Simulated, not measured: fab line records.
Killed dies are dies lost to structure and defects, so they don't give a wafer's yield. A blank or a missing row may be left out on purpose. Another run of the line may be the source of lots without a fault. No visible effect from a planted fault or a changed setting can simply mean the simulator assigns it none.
fab line records    flow nandHarc
[record] lots = 13  wafers = 37  lastDay = 25
route steps=1159 shown A_STAIRCASE@665 END@1159
lots untouched by any fault: they come from a run of this same line in which no faults occurred
startH: hours from the record's first day to the start of the lot's first wafer shown    waitH: how many hours have passed since the lot's step before this one    " the same as in the row above    L1.1+2: a single row standing in for several wafers    - either no value or no given start    * or withheld: withheld    < > ~ a bound
route shown NAME@n: a module of which the file shows steps, and the number in the route of the first    usual: mean/standard deviation taken from wafers without a fault    same: alike in all rows    chamber/n: place in a boat    sites: each site's reading    _std_site: their standard deviation    _edge_site: mean of outer sites minus mean of inner sites    radiusMm: how far each site lies from the wafer's centre    mask NAME#n: copy n    behind: the last tool/chamber to shape the wafer    hold: the reason the lot was held/the length of the hold in hours/how it ended    device: the transistor (n, p or np) that didn't switch    end of line: the tests these same wafers got at the end of their route    a step given without rows: its recipe and nothing more    killed: at the first sort, the dies lost to defects and structure; wafer yield is something else    map: shows each die of a wafer: x if killed, . if not, _ if none is there
set.NAME: setting as actually run; set.NAME@STEP: the setting as run at that earlier step    model.NAME: the simulator's own value behind a step, which no gauge read
one table for each step of the route and one row for each wafer, over a sample of lots
services: when a tool's chamber went out of use (startH, in hours from the record's first day, below 0 if earlier), for how many hours, and the reason
[[steps]]
[step NHARC_A_STAIRCASE_ETCH_292]
[recipe] cf4FlowSccm = 100  chf3FlowSccm = 30  arFlowSccm = 0  rfW = 500  biasW = 200  chemistry = CF4/CHF3
[usual] drypumpMotorCurrentA = 5.7/0.35  oesProductAu = 0.949/0.021  rfVppV = 370.1/2.4  showerheadPlenumPTorr = 1.56/0.064  throttleValvePct = 16.803/0.0092
lot.wafer  tool        chamber  startH  waitH  drypumpMotorCurrentA  oesProductAu  rfHoursCounterH  rfVppV  showerheadPlenumPTorr  throttleValvePct
L544.1     rieDiel-05  1        259.72  0.1    5.6                   0.981         32               367.9   1.51                   16.810
L544.3     "           2        "       "      5.6                   0.963         26               373.0   1.61                   16.792
L544.2     "           3        "       "      5.3                   0.947         27               372.6   1.61                   16.797
L545.3     rieDiel-05  1        261.72  0.1    5.6                   0.963         33               368.4   1.51                   16.779
L545.1     "           2        "       "      5.7                   0.977         27               371.9   1.61                   16.794
L545.2     "           3        "       "      5.3                   0.964         28               371.8   1.61                   16.811
L546.4     rieDiel-02  2        266.90  0.1    5.0                   0.969         43               373.8   1.69                   16.791
L546.1     "           0        "       "      5.6                   0.932         43               370.3   1.61                   16.788
L546.6     "           1        "       "      6.1                   0.937         -                371.1   1.58                   16.807
L547.3     rieDiel-13  0        267.96  0.2    5.6                   0.939         58               370.4   1.57                   16.792
L547.1     "           3        "       "      6.0                   0.943         60               368.2   1.47                   16.799
L547.6     "           0        "       "      5.6                   0.951         -                370.8   1.57                   16.797
L550.1     rieDiel-05  0        304.87  0.1    6.3                   0.964         51               370.4   1.58                   16.789
L550.3     "           1        "       "      5.6                   0.978         49               368.0   1.51                   16.803
L550.4     "           3        "       "      5.3                   0.955         43               371.6   1.61                   16.799
L552.3     rieDiel-13  1        310.15  0.3    5.8                   0.910         7                367.6   1.47                   16.815
L552.1     "           0        "       "      5.6                   0.922         7                370.3   1.57                   16.797
L554.2     rieDiel-02  3        311.30  0.1    6.3                   0.920         56               365.4   1.45                   16.800
L554.3     "           0        "       "      5.6                   0.915         56               372.8   1.61                   16.814
L556.3     rieDiel-13  3        333.35  0.1    6.0                   0.977         18               367.0   1.46                   16.808
L556.4     "           0        "       "      5.6                   0.972         18               371.3   1.57                   16.800
L556.6     "           2        "       "      5.3                   0.965         -                372.2   1.62                   16.798
L557.4     rieDiel-05  3        333.63  0.1    5.3                   0.924         54               372.3   1.61                   16.814
L557.6     "           0        "       "      6.3                   0.935         -                370.0   1.57                   16.793
L557.5     "           1        "       "      5.6                   0.965         -                367.5   1.50                   16.790
L561.2     rieDiel-13  3        355.32  0.1    6.1                   0.955         29               365.2   1.46                   16.798
L561.3     "           1        "       "      5.8                   0.961         29               366.4   1.47                   16.795
L561.4     "           2        "       "      5.3                   0.979         23               373.2   1.62                   16.808
L563.2     rieDiel-13  1        365.60  0.2    5.8                   0.930         34               366.6   1.46                   16.804
L563.3     "           2        "       "      5.3                   0.957         27               372.1   1.62                   16.817
L563.6     "           1        "       "      5.8                   0.926         -                367.4   1.46                   16.804
L566.4     rieDiel-05  3        377.00  0.1    5.3                   0.942         11               371.6   1.60                   16.794
L566.5     "           3        "       "      5.3                   0.929         -                370.7   1.60                   16.805
L566.6     "           0        "       "      6.3                   0.923         -                371.6   1.57                   16.803
L567.1     rieDiel-13  1        391.47  0.1    5.8                   0.961         43               366.9   1.46                   16.799
L567.2     "           2        "       "      5.3                   0.971         37               372.7   1.61                   16.809
L567.5     "           1        "       "      5.8                   0.969         -                366.9   1.46                   16.811
[step NHARC_A_STAIRCASE_HM_OPEN_463]
[recipe] o2FlowSccm = 400  cosFlowSccm = 20  arFlowSccm = 0  rfW = 500  biasW = 300  chemistry = O2/COS
[usual] drypumpMotorCurrentA = 5.7/0.35  oesProductAu = 0.997/0.011  rfVppV = 466/3  showerheadPlenumPTorr = 3.09/0.13  throttleValvePct = 28.329/0.0087
lot.wafer  tool        chamber  startH  waitH  drypumpMotorCurrentA  oesProductAu  rfHoursCounterH  rfVppV  showerheadPlenumPTorr  throttleValvePct
L544.3     rieDiel-13  3        264.98  -      6.1                   0.983         58               462     2.91                   28.320
L544.1     "           0        "       "      5.6                   0.995         56               466     3.12                   28.335
L544.2     "           2        "       "      5.3                   1.005         60               469     3.22                   28.337
L545.1     rieDiel-02  1        267.17  -      6.1                   1.008         43               469     3.14                   28.325
L545.2     "           2        "       "      5.0                   1.023         43               471     3.35                   28.321
L545.3     "           0        "       "      5.6                   0.995         43               470     3.20                   28.314
L546.4     rieDiel-05  0        272.20  -      6.3                   0.995         39               468     3.13                   28.323
L546.1     "           2        "       "      5.7                   0.971         30               469     3.20                   28.322
L546.6     "           1        "       "      5.6                   0.999         -                463     2.99                   28.333
L547.1     rieDiel-02  3        273.18  -      6.3                   0.995         42               463     2.89                   28.320
L547.3     "           1        "       "      6.1                   0.989         45               466     3.14                   28.320
L547.6     "           3        "       "      6.4                   0.994         -                463     2.89                   28.336
L550.4     rieDiel-05  2        311.58  -      5.6                   0.988         42               469     3.19                   28.325
L550.1     "           3        "       "      5.3                   0.999         45               469     3.19                   28.335
L550.3     "           0        "       "      6.3                   0.902         54               466     3.13                   28.321
L552.1     rieDiel-05  2        315.48  -      5.6                   0.977         44               471     3.19                   28.331
L552.3     "           3        "       "      5.3                   0.881         47               469     3.19                   28.322
L554.2     rieDiel-05  3        316.67  -      5.4                   0.886         47               469     3.19                   28.323
L554.3     "           0        "       "      6.3                   0.896         56               468     3.13                   28.335
L556.4     rieDiel-13  0        341.62  -      5.6                   0.991         20               466     3.11                   28.316
L556.3     "           2        "       "      5.3                   1.004         21               471     3.21                   28.339
L556.6     "           3        "       "      6.1                   0.994         -                462     2.90                   28.326
L557.4     rieDiel-13  1        343.09  -      5.8                   0.994         21               461     2.91                   28.325
L557.5     "           2        "       "      5.3                   1.026         -                469     3.21                   28.343
L557.6     "           3        "       "      6.1                   1.004         -                462     2.90                   28.339
L561.3     rieDiel-13  2        360.61  -      5.3                   1.004         25               469     3.21                   28.339
L561.4     "           0        "       "      5.6                   0.995         31               466     3.11                   28.319
L561.2     "           1        "       "      5.8                   0.973         31               462     2.91                   28.317
L563.2     rieDiel-13  2        372.94  -      5.3                   1.017         29               468     3.21                   28.317
L563.3     "           0        "       "      5.6                   0.993         36               466     3.11                   28.328
L563.6     "           1        "       "      5.8                   0.995         -                463     2.90                   28.329
L566.4     rieDiel-13  2        383.55  -      5.3                   0.998         35               469     3.20                   28.323
L566.5     "           3        "       "      6.1                   0.995         -                461     2.89                   28.308
L566.6     "           0        "       "      5.6                   0.985         -                468     3.10                   28.326
L567.1     rieDiel-02  1        399.18  -      6.1                   1.000         25               467     3.12                   28.322
L567.2     "           0        "       "      5.6                   1.006         24               469     3.18                   28.334
L567.5     "           2        "       "      5.0                   1.003         -                472     3.33                   28.328
[step NHARC_A_STAIRCASE_ETCHBACK_416]
[recipe] targetDepthA = 360  timeS = 7.2  c4f8FlowSccm = withheld  o2FlowSccm = 8  arFlowSccm = withheld  rfW = 600  biasW = 800  chemistry = C4F8/O2/Ar
[usual] oesProductAu = 0.94/0.033  rfVppV = 723/5
lot.wafer  tool        chamber  startH  waitH  oesProductAu  rfHoursCounterH  rfVppV
L544.2     rieDiel-13  3        -       -      0.92          61               716
L544.3     "           0        "       "      0.92          59               723
L544.1     "           2        "       "      0.92          64               726
L545.1     rieDiel-02  3        -       -      0.93          42               716
L545.2     "           0        "       "      0.92          44               725
L545.3     "           2        "       "      0.94          44               731
L546.1     rieDiel-13  2        -       -      0.99          65               727
L546.4     "           3        "       "      0.98          61               717
L546.6     "           2        "       "      1.00          -                728
L547.1     rieDiel-05  2        -       -      0.91          33               726
L547.3     "           3        "       "      0.91          34               726
L547.6     "           1        "       "      0.93          -                719
L550.3     rieDiel-02  0        -       -      0.93          58               726
L550.1     "           1        "       "      0.91          59               724
L550.4     "           2        "       "      0.92          58               730
L554.2     rieDiel-02  3        -       -      0.92          60               716
L554.3     "           0        "       "      0.92          60               725
L552.1     rieDiel-02  3        320.70  2.1    0.92          60               715
L552.3     "           1        "       "      0.91          63               723
L556.3     rieDiel-02  1        -       -      0.99          4                725
L556.4     "           1        "       "      0.98          -                722
L556.6     "           0        "       "      0.99          -                725
L557.5     rieDiel-02  2        348.62  0.8    1.02          -                730
L557.4     "           0        "       "      1.00          -                725
L557.6     "           1        "       "      0.99          -                723
L561.2     rieDiel-02  2        -       -      0.94          15               731
L561.3     "           3        "       "      0.93          5                731
L561.4     "           0        "       "      0.93          15               725
L563.2     rieDiel-13  2        -       -      0.92          30               726
L563.3     "           0        "       "      0.92          37               723
L563.6     "           2        "       "      0.93          -                727
L566.4     rieDiel-02  1        -       -      0.92          24               723
L566.5     "           2        "       "      0.93          -                729
L566.6     "           3        "       "      0.93          -                730
L567.2     rieDiel-13  1        -       -      0.91          48               716
L567.1     "           3        "       "      0.92          48               715
L567.5     "           1        "       "      0.91          -                714
[step NHARC_A_STAIRCASE_ALD_420]
[recipe] targetThkA = 200  pulseTimeS = 6  aldCycles = 200  tempC = 300  material = SiO2
[usual] heaterPowerOuterW = 273/26  heaterPowerW = 481/36  precursorPulseHeightRel = 0.999/0.019
lot.wafer  tool      chamber  startH  waitH  heaterPowerOuterW  heaterPowerW  precursorPulseHeightRel
L544.1     aldHk-01  2        274.21  -      292                521           0.992
L544.3     "         3        "       "      276                507           1.027
L544.2     "         0        "       "      244                441           0.962
L545.3     aldHk-02  1        274.25  0.1    299                521           1.013
L545.2     "         2        "       "      305                512           0.960
L545.1     "         0        "       "      248                431           1.010
L546.4     aldHk-01  3        280.72  -      279                513           1.003
L546.1     "         0        "       "      241                429           0.978
L546.6     "         3        "       "      273                506           0.992
L547.1     aldHk-03  2        281.04  -      265                480           0.981
L547.3     "         3        "       "      294                522           0.988
L547.6     "         1        "       "      237                428           1.003
L550.4     aldHk-03  2        319.12  -      258                481           0.995
L550.3     "         3        "       "      294                531           0.999
L550.1     "         0        "       "      298                505           0.993
L554.2     aldHk-02  1        324.65  -      271                480           0.996
L554.3     "         2        "       "      291                515           0.991
L552.3     aldHk-02  0        325.43  -      250                441           0.989
L552.1     "         1        "       "      273                491           0.999
L556.4     aldHk-02  2        349.46  -      291                499           1.001
L556.3     "         0        "       "      251                437           0.962
L556.6     "         3        "       "      309                497           1.014
L557.4     aldHk-03  3        353.00  -      299                527           1.014
L557.5     "         1        "       "      224                417           0.994
L557.6     "         2        "       "      260                506           1.008
L561.2     aldHk-03  1        370.86  -      224                418           0.971
L561.3     "         2        "       "      260                492           0.972
L561.4     "         0        "       "      300                507           0.995
L563.2     aldHk-01  2        378.90  -      293                524           0.998
L563.3     "         0        "       "      245                439           1.031
L563.6     "         2        "       "      292                525           1.014
L566.4     aldHk-03  2        391.37  -      260                480           0.996
L566.6     "         2        "       "      255                506           1.014
L566.5     "         3        "       "      304                534           0.982
L567.1     aldHk-02  1        407.82  -      276                502           1.007
L567.2     "         2        "       "      294                505           1.009
L567.5     "         0        "       "      251                428           0.987
[step NHARC_END_SORT_01]
[recipe] tempC = 25
[usual] killedAtArray = 25/9.2  killedAtOther = 0.9/1.3  killedAtPeriphery = 3.3/2.3  killedDies = 29/9.6  killedOpen = 3.2/1.8  killedShort = 2/1.4
[same] grossDies = 677
lot.wafer  tool       chamber  startH  waitH  killedAtArray  killedAtOther  killedAtPeriphery  killedDies  killedOpen  killedShort
L550.1     prober-01  0        475.49  2.5    15             0              1                  16          2           0
L550.3     prober-01  0        477.07  3.1    673            0              4                  677         2           5
L550.4     prober-01  0        477.86  3.4    24             0              4                  28          1           1
L552.1     prober-01  0        497.84  2.5    23             1              5                  29          4           3
L552.3     prober-01  0        499.45  3.1    670            0              7                  677         6           2
L554.2     prober-02  0        498.64  2.8    673            1              3                  677         4           3
L554.3     prober-02  0        499.42  3.1    673            1              3                  677         2           1
// killed by level:class
L550.1 A_CHANNEL_HOLE_D1:chamberFilmFlake=8 A_STAIRCASE:chamberFilmFlake=4 A_SOURCE_PLATE:geometricParticle:open=1 A_CONTACT:geometricParticle:open=1 P_STI:chamberFilmFlake=1 A_CONTACT:chamberFilmFlake=1
L550.3 A_STAIRCASE:areaOpen=650 A_CHANNEL_HOLE_D1:chamberFilmFlake=13 A_STAIRCASE:chamberFilmFlake=4 P_CONTACT:geometricParticle:short=1 P_M0:geometricParticle:short=1 A_CHANNEL_HOLE_D1:geometricParticle:short=1 A_SGD_CUT:geometricParticle:short=1 A_BLC:geometricParticle:open=1
L550.4 A_CHANNEL_HOLE_D1:chamberFilmFlake=18 A_STAIRCASE:chamberFilmFlake=3 P_STI:chamberFilmFlake=2 A_CHANNEL_FILL_D1:geometricParticle:short=1 A_M0:geometricParticle:open=1 P_GATE:chamberFilmFlake=1 P_M1:chamberFilmFlake=1 A_ZERO_WELL:chamberFilmFlake=1
L552.1 A_SLIT:chamberFilmFlake=9 A_STAIRCASE:chamberFilmFlake=3 A_CONTACT:chamberFilmFlake=3 P_CONTACT:geometricParticle:open=2 P_ZERO_WELL:chamberFilmFlake=2 A_CHANNEL_HOLE_D1:chamberFilmFlake=2 A_WL_FILL:chamberFilmFlake=2 A_ONON_D1:geometricParticle:open=1
L554.2 A_STAIRCASE:areaOpen=644 A_CHANNEL_HOLE_D1:chamberFilmFlake=11 A_STAIRCASE:chamberFilmFlake=5 A_CONTACT:chamberFilmFlake=4 A_SGD_CUT:chamberFilmFlake=3 P_CONTACT:geometricParticle:open=1 P_M2:geometricParticle:short=1 A_ONON_D1:geometricParticle:short=1
L554.3 A_STAIRCASE:areaOpen=650 A_CHANNEL_HOLE_D1:chamberFilmFlake=12 A_SGD_CUT:chamberFilmFlake=3 P_BONDPAD:chamberFilmFlake=2 A_ZERO_WELL:chamberFilmFlake=2 A_CONTACT:chamberFilmFlake=2 A_CHANNEL_FILL_D1:geometricParticle:short=1 A_CONTACT:geometricParticle:open=1
L552.3 A_STAIRCASE:areaOpen=646 A_SLIT:chamberFilmFlake=9 A_WL_FILL:chamberFilmFlake=6 P_ZERO_WELL:chamberFilmFlake=3 A_ONON_D1:geometricParticle:short=2 A_CHANNEL_HOLE_D1:chamberFilmFlake=2 P_STI:geometricParticle:open=1 P_GATE:geometricParticle:open=1
[[services]]
tool        chamber  startH  hours  kind
rieDiel-05  3        249.08  2.5    repair
rieDiel-13  0        255.17  -      clean
rieDiel-13  1        255.17  -      clean
rieDiel-13  2        255.17  -      clean
rieDiel-13  3        255.17  -      clean
rieDiel-13  -        276.17  9.0    pm
rieDiel-13  0        276.17  9.0    ventCycle
rieDiel-13  1        276.17  9.0    ventCycle
rieDiel-13  2        276.17  9.0    ventCycle
rieDiel-13  3        276.17  9.0    ventCycle
rieDiel-13  0        285.17  -      clean
rieDiel-13  0        285.17  -      consumableReplace:focusRing
rieDiel-13  1        285.17  -      clean
rieDiel-13  1        285.17  -      consumableReplace:focusRing
rieDiel-02  0        297.39  8.6    repair
rieDiel-13  3        306.33  3.1    repair
aldHk-03    -        311.09  1.8    repair
aldHk-03    -        327.12  10.0   pm
rieDiel-02  -        327.74  9.0    pm
rieDiel-05  -        340.66  9.0    pm
rieDiel-02  3        340.85  15.6   repair
rieDiel-02  3        376.00  1.2    repair
rieDiel-13  2        402.42  2.0    repair
aldHk-01    -        406.00  10.0   pm
[[key]]
[firstSign] step = NHARC_A_STAIRCASE_HM_OPEN_463  reading = oesProductAu  direction = down  sigmas = 9.9  usual = 0.997  struck = 0.891
[effect] step = NHARC_END_SORT_01  reading = killedAtArray  direction = up  sigmas = 70  usual = 25  struck = 672
[moreKillsBornAt] NHARC_A_STAIRCASE_HM_OPEN_463@rieDiel-05 = 2590
metAt NHARC_A_STAIRCASE_HM_OPEN_463
struckLots L550,L552,L554
struckWafers L550.3,L552.3,L554.2,L554.3
laterRowsLeftOut L550.3,L552.3,L554.2,L554.3
testerLeftOut L550,L552,L554
notActingAt NHARC_A_STAIRCASE_ETCH_292,NHARC_A_STAIRCASE_ETCHBACK_416,NHARC_A_STAIRCASE_ALD_420
onsetBetween 272.20 311.58
[fault] kind = processParameterDrift  tool = rieDiel-05  chamber = -  onsetH = 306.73  steps = NHARC_A_STAIRCASE_HM_OPEN_463  channel = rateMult  offset = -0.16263  shape = step  endH = 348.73  scope = struckWafersOnly
// testerLeftOut: of these lots the tester's yield and bins aren't shown, on N5 and GAA mostly nor the transistor test; their killed dies are dies lost to structure and defects alone, not to doping, threshold or leakage, so they don't give the yield
// laterRowsLeftOut: the simulator's readings of these wafers behind a module that went badly wrong aren't trusted and aren't shown, but for the sort
